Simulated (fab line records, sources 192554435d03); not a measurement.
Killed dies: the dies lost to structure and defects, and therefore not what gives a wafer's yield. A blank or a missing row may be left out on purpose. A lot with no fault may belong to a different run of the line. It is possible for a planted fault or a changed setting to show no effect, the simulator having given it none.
Split-lot trial ; flow n5-finfet ; 39 wafers read across 7 lots, on a route 1938 steps long

## ON THE SPLIT
At N5_DUMMY_GATE_EXPOSE_12 (exposes mask GATE, target cd 25 nm), the setting dose-mj was moved away from the recipe's 34 on 12 of the 39 wafers read, by -4.2% to +5.8%. The other wafers ran this setting at the recipe's value.

## FROM THE SPLIT TO THE READING: what the file shows between them, 9 steps
- N5_DUMMY_GATE_PEB_13: peb time 60 s
- N5_DUMMY_GATE_DEVELOP_14: develop time 30 s
- N5_DUMMY_GATE_CD_MEAS_15: target cd 25.8 nm
- N5_DUMMY_GATE_STRIP_38: strips in N2/H2
- N5_DUMMY_GATE_STRIP_39: strips in N2/H2
- N5_DUMMY_GATE_TRIM_49: chemistry O2, time 29 s, target cd 14 nm
- N5_DUMMY_GATE_ETCH_32: etches SiO2 in CF4, target depth 3.5 nm, time 3.9 s (also split here: time-s)
- N5_DUMMY_GATE_ETCH_23: etches poly-Si in HBr/Cl2/O2, target depth 41 nm, time 22.3 s
- N5_DUMMY_GATE_ETCH_44: etches poly-Si in HBr/O2, stops on SiO2, target depth 127.5 nm

## THE READING
At N5_DUMMY_GATE_CD_MEAS_24: cd-nm in nanometres, against a target cd of 15 nm. On this fab line, fault-free wafers typically give 15.1 nm with a standard deviation of 0.31 nm.

wafer;tool, chamber at the split;dose-mj as run;against the recipe;cd-nm, nm;against lot-mates on the recipe
L083.1;euv-scanner-01, 0;35.77;+5.2%;13.9;-1.4
L083.2;euv-scanner-01, 0;34;recipe;15.3;-
L083.3;euv-scanner-01, 0;35.77;+5.2%;14.2;-1.1
L083.4;euv-scanner-01, 0;34;recipe;15.0;-
L083.5;euv-scanner-01, 0;35.77;+5.2%;14.6;-0.7
L083.6;euv-scanner-01, 0;34;recipe;15.6;-
L085.1;euv-scanner-01, 0;34;recipe;15.4;-
L085.2;euv-scanner-01, 0;32.57;-4.2%;16.5;+1.6
L085.3;euv-scanner-01, 0;34;recipe;14.6;-
L085.4;euv-scanner-01, 0;32.57;-4.2%;15.8;+0.9
L085.5;euv-scanner-01, 0;34;recipe;14.8;-
L085.6;euv-scanner-01, 0;32.57;-4.2%;15.7;+0.8
L088.1;euv-scanner-01, 0;34;recipe;15.4;-
L088.2;euv-scanner-01, 0;34;recipe;14.6;-
L088.3;euv-scanner-01, 0;34;recipe;14.7;-
L088.4;euv-scanner-01, 0;34;recipe;14.6;-
L088.5;euv-scanner-01, 0;34;recipe;15.5;-
L088.6;euv-scanner-01, 0;34;recipe;15.0;-
L089.1;euv-scanner-01, 0;35.96;+5.8%;14.3;-1.2
L089.2;euv-scanner-01, 0;35.96;+5.8%;14.1;-1.4
L089.3;euv-scanner-01, 0;34;recipe;15.9;-
L089.4;euv-scanner-01, 0;35.96;+5.8%;13.8;-1.7
L089.5;euv-scanner-01, 0;34;recipe;15.2;-
L089.6;euv-scanner-01, 0;34;recipe;15.4;-
L090.1;euv-scanner-02, 0;34;recipe;15.1;-
L090.2;euv-scanner-02, 0;34;recipe;15.4;-
L090.6;euv-scanner-02, 0;34;recipe;15.3;-
L092.1;euv-scanner-02, 0;34;recipe;14.8;-
L092.2;euv-scanner-02, 0;34;recipe;15.4;-
L092.3;euv-scanner-02, 0;34;recipe;15.3;-
L092.4;euv-scanner-02, 0;34;recipe;15.1;-
L092.5;euv-scanner-02, 0;34;recipe;15.1;-
L092.6;euv-scanner-02, 0;34;recipe;14.9;-
L096.1;euv-scanner-02, 0;32.99;-3.0%;15.4;+0.7
L096.2;euv-scanner-02, 0;32.99;-3.0%;15.6;+0.9
L096.3;euv-scanner-02, 0;34;recipe;15.0;-
L096.4;euv-scanner-02, 0;34;recipe;14.4;-
L096.5;euv-scanner-02, 0;34;recipe;14.7;-
L096.6;euv-scanner-02, 0;32.99;-3.0%;15.5;+0.8

THE FIT
A straight line over all 39 wafers: cd-nm changes by -0.178 nm for each +1% of dose-mj; r = -0.81; the points scatter about the line by 0.34 nm.
The same after taking each lot's own level away (the mean of its wafers on the recipe; 39 wafers): -0.239 nm for each +1%; r = -0.91; scatter 0.28 nm.
That fit puts the effect of the largest move of dose-mj on the reading at 1.4 nm.
Measured against the standard deviation above, the lots' own levels, which go from 14.70 to 15.50 nm, span 2.6 times it.
In other words, the slope is changed by the lot-to-lot level; the two fits disagree.
Check: for one of the wafers moved furthest among these (+5.8%), held out of the fit, the line's prediction against its lot-mates is -1.38 nm. It came out at -1.2 nm against them.

## OTHER SPLITS ON THESE WAFERS
These wafers also went through other splits before the reading. Each is held against what the fit with the lots' levels taken away leaves over:
other split on the same wafers;wafers away from the commonest value;r with cd-nm (lot level and that fit taken away)
N5_PMOS_HMC_CHANNEL_EPI_FIN_RECESS_16 time-s;15;-0.01
N5_DUMMY_GATE_ETCH_32 time-s;12;-0.35

## THE WHOLE CHAIN: every reading that the file lists as answering this split, in the file's order
step;what it does;reading;change (the file's fit);r (the file's)
N5_DUMMY_GATE_CD_MEAS_15;target cd 25.8 nm;cd-nm;-0.167 nm for each +1% of the setting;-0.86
N5_DUMMY_GATE_TRIM_49;chemistry O2, time 29 s, target cd 14 nm;DUMMY_GATE.cd-nm (the simulator's own value, which no gauge read);-0.232 nm for each +1% of the setting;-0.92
N5_DUMMY_GATE_ETCH_44;etches poly-Si in HBr/O2, stops on SiO2, target depth 127.5 nm;DUMMY_GATE.cd-nm (the simulator's own value, which no gauge read);-0.241 nm for each +1% of the setting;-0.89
N5_DUMMY_GATE_CD_MEAS_24;target cd 15 nm;cd-nm;-0.241 nm for each +1% of the setting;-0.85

## THE FILE'S OWN FIT
cd-nm changes by -0.241 nm for each +1% of dose-mj, r = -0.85.
